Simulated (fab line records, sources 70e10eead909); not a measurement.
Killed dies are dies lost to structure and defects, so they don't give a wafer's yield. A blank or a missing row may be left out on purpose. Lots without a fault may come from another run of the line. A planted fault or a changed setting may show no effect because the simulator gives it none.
Which tool did it? | flow nand_harc | 12 lots, 36 wafers sampled, at 1 step of a route of 1302

WHAT THE GAUGES READ, wafer by wafer
NHARC_P_BONDPAD_OVL_MEAS_38.
lot  | measured     | on         | overlay_x_nm (nm)
L075 | day 6 20:35  | overlay-02 | 5 5 6
L077 | day 7 18:42  | overlay-01 | 1 1 1
L079 | day 8 13:19  | overlay-01 | -1 -1 0
L081 | day 9 17:20  | overlay-01 | 2 2 2
L083 | day 10 21:31 | overlay-01 | 1 2 1
L084 | day 11 06:16 | overlay-01 | -2 -2 -2
L088 | day 12 13:28 | overlay-02 | -2 -1 -1
L089 | day 12 18:16 | overlay-02 | -4 -5 -5
L091 | day 13 11:55 | overlay-01 | 3 3 3
L093 | day 14 10:24 | overlay-02 | 0 0 0
L095 | day 15 11:40 | overlay-02 | -8 -7 -8
L097 | day 16 00:54 | overlay-01 | 4 4 4

WHICH TOOL RAN EACH LOT (tool, then ch and the chambers of the sampled wafers, then the start)
The record holds no process step before these readings.

THE ANSWER, worked out from the rows above alone
Rule: what is usual is taken from the lots themselves. Put in order of their means at a reading, lots are off if they are a third of the lots or fewer, leave a main group of 4 or more, and stand apart from it by a gap of 3 or more times the standard deviation of the main group's means; of several such gaps the widest counts. A main group whose means are all the same, to the digits that the tables above print for the reading, isn't used. A lot without any number at a reading at which 4 lots or more have one is off too. The other lots that the step has rows for count as sound.
No lot is off at any reading shown: from this, nothing can be told.

WHAT THE SIMULATOR HAD PUT IN
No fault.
